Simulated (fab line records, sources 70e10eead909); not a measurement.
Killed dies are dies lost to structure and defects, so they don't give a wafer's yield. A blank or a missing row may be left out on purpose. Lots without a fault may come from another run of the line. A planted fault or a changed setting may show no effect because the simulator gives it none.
Which tool did it? | flow nand_harc | 24 lots, 72 wafers sampled, at 6 steps of a route of 1302

WHAT THE GAUGES READ, wafer by wafer
NHARC_A_BLC_CD_MEAS_19.
lot  | measured     | on        | cd_nm (nm)
L074 | day 22 11:00 | cd_sem-03 | 101.9 102.6 99.1
L076 | day 23 01:22 | cd_sem-01 | 102.3 98.1 101.2
L075 | day 23 02:50 | cd_sem-02 | 96.2 101.0 97.5
L077 | day 23 21:01 | cd_sem-03 | 95.3 97.8 97.8
L080 | day 24 10:05 | cd_sem-03 | 97.4 99.3 101.0
L079 | day 24 13:07 | cd_sem-01 | 97.1 99.7 99.8
L078 | day 24 13:52 | cd_sem-01 | 103.1 105.3 102.1
L081 | day 25 22:42 | cd_sem-03 | 98.5 101.7 95.3
L082 | day 25 23:08 | cd_sem-01 | 103.0 98.3 98.4
L083 | day 26 19:34 | cd_sem-01 | 101.7 97.7 100.2
L084 | day 27 05:18 | cd_sem-02 | 103.1 102.0 99.3
L085 | day 27 18:13 | cd_sem-01 | 101.1 100.3 100.9
L087 | day 27 21:54 | cd_sem-03 | 102.2 94.6 97.8
L086 | day 28 05:34 | cd_sem-02 | 100.8 99.1 97.7
L089 | day 28 13:26 | cd_sem-02 | 100.0 97.1 102.6
L088 | day 28 14:16 | cd_sem-01 | 98.5 95.2 100.6
L090 | day 29 07:06 | cd_sem-01 | 98.9 96.9 102.5
L092 | day 29 22:52 | cd_sem-01 | 99.0 100.8 92.9
L091 | day 30 00:51 | cd_sem-03 | 98.5 98.5 97.7
L093 | day 30 18:42 | cd_sem-03 | 97.7 98.5 98.6
L094 | day 30 20:27 | cd_sem-01 | 101.8 95.8 101.4
L096 | day 31 07:56 | cd_sem-03 | 100.0 97.2 95.7
L095 | day 31 08:10 | cd_sem-03 | 102.8 102.9 98.6
L097 | day 33 11:04 | cd_sem-01 | 100.1 99.9 99.1

NHARC_A_M0_OVL_MEAS_10: pitch 160 nm.
lot  | measured     | on         | overlay_x_nm (nm) | overlay_y_nm (nm)
L074 | day 22 14:01 | overlay-02 | 0.3 0.8 0.3       | 0.3 0.0 -0.8
L076 | day 23 04:14 | overlay-01 | 0.7 1.3 1.0       | 0.8 0.8 1.4
L075 | day 23 05:48 | overlay-01 | 1.8 1.3 1.6       | 0.6 0.1 0.3
L077 | day 23 23:52 | overlay-02 | -0.1 -1.2 -0.7    | 0.7 0.7 0.9
L080 | day 24 13:03 | overlay-02 | -0.1 -0.3 -0.3    | -0.9 -0.8 -1.4
L079 | day 24 16:13 | overlay-02 | 0.4 -0.2 0.6      | -0.4 -0.8 -0.8
L078 | day 24 16:49 | overlay-02 | -0.2 0.1 -0.3     | -0.5 -0.5 -1.4
L081 | day 26 01:43 | overlay-02 | -0.4 0.2 0.0      | 0.9 0.1 0.2
L082 | day 26 02:00 | overlay-02 | -0.4 -0.4 -0.2    | -1.8 -1.7 -1.2
L083 | day 26 22:40 | overlay-01 | -1.5 -1.0 -1.5    | -0.2 0.2 0.7
L084 | day 27 08:16 | overlay-01 | 1.9 1.5 1.8       | -0.2 -0.7 -0.2
L085 | day 27 21:30 | overlay-02 | -0.4 0.0 -0.1     | -0.3 -0.5 -0.7
L087 | day 28 01:00 | overlay-01 | 0.0 0.0 0.4       | -0.5 -0.2 -0.7
L086 | day 28 08:33 | overlay-02 | 1.1 1.5 0.8       | -0.2 0.2 0.1
L089 | day 28 16:25 | overlay-01 | -1.6 -1.0 -1.1    | -1.3 -0.7 -1.6
L088 | day 28 17:13 | overlay-02 | 2.4 2.1 1.5       | 1.5 0.9 1.0
L090 | day 29 09:56 | overlay-01 | -0.6 0.1 -0.3     | -1.8 -1.6 -1.6
L092 | day 30 01:42 | overlay-01 | 0.0 0.4 0.9       | 0.5 0.2 -0.1
L091 | day 30 03:43 | overlay-02 | 0.3 0.0 0.5       | 0.7 0.3 1.2
L093 | day 30 22:10 | overlay-01 | -0.7 -1.2 -1.3    | 0.1 -0.1 0.5
L094 | day 30 23:25 | overlay-02 | -0.2 -1.1 -0.4    | 1.2 1.6 1.5
L096 | day 31 10:56 | overlay-02 | 1.1 0.8 0.2       | -0.2 0.1 -0.3
L095 | day 31 11:10 | overlay-01 | 2.0 1.9 2.2       | -0.7 -0.1 0.1
L097 | day 33 14:03 | overlay-02 | 1.0 0.8 0.5       | 0.4 0.5 0.3

NHARC_A_M0_INSPECT_11.
lot  | measured     | on                | raw_defect_count
L074 | day 22 14:03 | defect_inspect-02 | 53 43 50
L076 | day 23 04:17 | defect_inspect-01 | 118 101 109
L075 | day 23 05:50 | defect_inspect-01 | 59 58 67
L077 | day 23 23:53 | defect_inspect-02 | 73 62 63
L080 | day 24 13:05 | defect_inspect-02 | 107 118 99
L079 | day 24 16:16 | defect_inspect-01 | 27 24 20
L078 | day 24 16:52 | defect_inspect-01 | 91 107 99
L081 | day 26 01:46 | defect_inspect-02 | 62 66 65
L082 | day 26 02:02 | defect_inspect-01 | 112 118 119
L083 | day 26 22:42 | defect_inspect-01 | 35 47 42
L084 | day 27 08:18 | defect_inspect-01 | 67 71 60
L085 | day 27 21:32 | defect_inspect-01 | 143 121 138
L087 | day 28 01:02 | defect_inspect-01 | 52 61 47
L086 | day 28 08:35 | defect_inspect-01 | 83 72 82
L089 | day 28 16:27 | defect_inspect-01 | 83 83 74
L088 | day 28 17:16 | defect_inspect-01 | 97 108 101
L090 | day 29 09:59 | defect_inspect-01 | 110 116 114
L092 | day 30 01:44 | defect_inspect-01 | 118 129 106
L091 | day 30 03:45 | defect_inspect-02 | 66 60 74
L093 | day 30 22:13 | defect_inspect-01 | 48 33 31
L094 | day 30 23:27 | defect_inspect-01 | 136 130 145
L096 | day 31 10:58 | defect_inspect-01 | 95 91 91
L095 | day 31 11:11 | defect_inspect-02 | 76 66 63
L097 | day 33 14:05 | defect_inspect-01 | 71 58 72

NHARC_A_M1_CD_MEAS_09: target cd 120 nm.
lot  | measured     | on        | cd_nm (nm)
L074 | day 22 17:59 | cd_sem-02 | 120.3 120.0 119.7
L076 | day 23 08:05 | cd_sem-01 | 119.6 120.8 121.2
L075 | day 23 09:46 | cd_sem-03 | 119.9 119.7 120.1
L077 | day 24 03:51 | cd_sem-01 | 120.1 119.3 119.8
L080 | day 24 16:53 | cd_sem-02 | 120.3 120.2 121.9
L079 | day 24 20:11 | cd_sem-02 | 120.6 120.7 120.7
L078 | day 24 20:47 | cd_sem-01 | 119.7 119.5 118.6
L081 | day 26 05:43 | cd_sem-03 | 119.1 119.0 119.4
L082 | day 26 06:02 | cd_sem-01 | 119.4 120.9 119.9
L083 | day 27 03:11 | cd_sem-01 | 120.6 121.1 120.4
L084 | day 27 12:32 | cd_sem-02 | 119.7 120.3 120.1
L085 | day 28 01:29 | cd_sem-03 | 118.9 119.2 120.2
L087 | day 28 04:50 | cd_sem-02 | 119.8 119.5 120.0
L086 | day 28 12:32 | cd_sem-02 | 119.7 119.2 120.2
L089 | day 28 20:24 | cd_sem-01 | 119.6 119.9 119.0
L088 | day 28 21:11 | cd_sem-01 | 121.2 120.0 119.9
L090 | day 29 13:55 | cd_sem-02 | 120.9 119.9 120.3
L092 | day 30 05:43 | cd_sem-02 | 120.8 119.7 120.0
L091 | day 30 07:34 | cd_sem-01 | 119.2 120.3 120.4
L093 | day 31 02:02 | cd_sem-03 | 121.0 121.1 121.0
L094 | day 31 03:23 | cd_sem-01 | 119.9 119.8 119.4
L096 | day 31 14:54 | cd_sem-03 | 119.9 119.8 119.8
L095 | day 31 15:06 | cd_sem-02 | 120.4 120.4 119.6
L097 | day 33 18:02 | cd_sem-02 | 119.1 119.3 119.9

NHARC_A_M1_THK_MEAS_24: measures by xrf.
lot  | measured     | on            | thk_nm (nm)
L074 | day 22 20:35 | film_metro-02 | 156.6 154.7 155.3
L076 | day 23 10:41 | film_metro-01 | 157.0 153.0 157.9
L075 | day 23 12:22 | film_metro-02 | 153.4 154.2 155.7
L077 | day 24 06:26 | film_metro-02 | 155.1 154.9 154.7
L080 | day 24 19:29 | film_metro-01 | 154.3 155.6 153.5
L079 | day 24 22:47 | film_metro-02 | 155.6 154.8 153.6
L078 | day 24 23:23 | film_metro-02 | 156.6 153.9 153.7
L081 | day 26 08:21 | film_metro-02 | 153.2 154.1 152.8
L082 | day 26 08:44 | film_metro-02 | 154.0 151.8 153.7
L083 | day 27 05:47 | film_metro-01 | 155.5 152.1 155.0
L084 | day 27 15:10 | film_metro-01 | 153.3 153.0 153.5
L085 | day 28 04:11 | film_metro-01 | 155.4 153.3 152.8
L087 | day 28 07:26 | film_metro-01 | 154.6 155.6 154.0
L086 | day 28 15:09 | film_metro-01 | 154.8 155.8 153.0
L089 | day 28 23:02 | film_metro-01 | 157.1 154.3 153.2
L088 | day 28 23:50 | film_metro-01 | 155.4 155.1 154.0
L090 | day 29 16:31 | film_metro-01 | 153.0 154.8 154.2
L092 | day 30 08:22 | film_metro-02 | 153.2 152.5 153.1
L091 | day 30 10:14 | film_metro-01 | 151.8 154.1 155.3
L093 | day 31 04:41 | film_metro-02 | 155.1 153.4 154.0
L094 | day 31 06:01 | film_metro-01 | 152.3 153.7 154.2
L096 | day 31 17:31 | film_metro-01 | 156.0 154.8 154.9
L095 | day 31 17:50 | film_metro-02 | 153.1 156.0 154.2
L097 | day 33 20:45 | film_metro-01 | 155.3 153.5 152.7

WHICH TOOL RAN EACH LOT (tool, then ch and the chambers of the sampled wafers, then the start)
lot  | NHARC_A_BLC_DEGAS_30
L074 | pvd_sputter-03, day 22 11:37
L076 | pvd_sputter-02, day 23 02:01
L075 | pvd_sputter-02, day 23 03:26
L077 | pvd_sputter-02, day 23 21:38
L080 | pvd_sputter-03, day 24 10:41
L079 | pvd_sputter-02, day 24 13:52
L078 | pvd_sputter-03, day 24 14:28
L081 | pvd_sputter-02, day 25 23:19
L082 | pvd_sputter-01, day 25 23:45
L083 | pvd_sputter-03, day 26 20:10
L084 | pvd_sputter-01, day 27 05:55
L085 | pvd_sputter-01, day 27 18:49
L087 | pvd_sputter-01, day 27 22:31
L086 | pvd_sputter-02, day 28 06:10
L089 | pvd_sputter-01, day 28 14:02
L088 | pvd_sputter-03, day 28 14:52
L090 | pvd_sputter-02, day 29 07:43
L092 | pvd_sputter-01, day 29 23:28
L091 | pvd_sputter-01, day 30 01:28
L093 | pvd_sputter-03, day 30 19:22
L094 | pvd_sputter-01, day 30 21:04
L096 | pvd_sputter-02, day 31 08:32
L095 | pvd_sputter-03, day 31 08:47
L097 | pvd_sputter-01, day 33 11:40
- NHARC_A_BLC_DEGAS_30: time 60 s.

WHAT THE TOOLS THEMSELVES READ (means of the sampled wafers that have a number; where no wafer has one, the mark that the record gives instead)
NHARC_A_BLC_DEGAS_30.
lot  | tool           | heater_power_w (W)
L074 | pvd_sputter-03 | 469
L076 | pvd_sputter-02 | 508
L075 | pvd_sputter-02 | 504
L077 | pvd_sputter-02 | 484
L080 | pvd_sputter-03 | 467
L079 | pvd_sputter-02 | 498
L078 | pvd_sputter-03 | 459
L081 | pvd_sputter-02 | 514
L082 | pvd_sputter-01 | 435
L083 | pvd_sputter-03 | 464
L084 | pvd_sputter-01 | 438
L085 | pvd_sputter-01 | 424
L087 | pvd_sputter-01 | 442
L086 | pvd_sputter-02 | 499
L089 | pvd_sputter-01 | 426
L088 | pvd_sputter-03 | 503
L090 | pvd_sputter-02 | 474
L092 | pvd_sputter-01 | 415
L091 | pvd_sputter-01 | 439
L093 | pvd_sputter-03 | 451
L094 | pvd_sputter-01 | 432
L096 | pvd_sputter-02 | 513
L095 | pvd_sputter-03 | 482
L097 | pvd_sputter-01 | 439

THE ANSWER, worked out from the rows above alone
Rule: what is usual is taken from the lots themselves. Put in order of their means at a reading, lots are off if they are a third of the lots or fewer, leave a main group of 4 or more, and stand apart from it by a gap of 3 or more times the standard deviation of the main group's means; of several such gaps the widest counts. A main group whose means are all the same, to the digits that the tables above print for the reading, isn't used. A lot without any number at a reading at which 4 lots or more have one is off too. The other lots that the step has rows for count as sound. The gauges are gone through in route order, then the tools' own readings, and for those a lot's mean is taken as printed above. The first step at which some lot is off is used, and at that step the reading that is off furthest; a lot without a number counts as furthest.
No lot is off at any reading shown: from this, nothing can be told.

WHAT THE SIMULATOR HAD PUT IN
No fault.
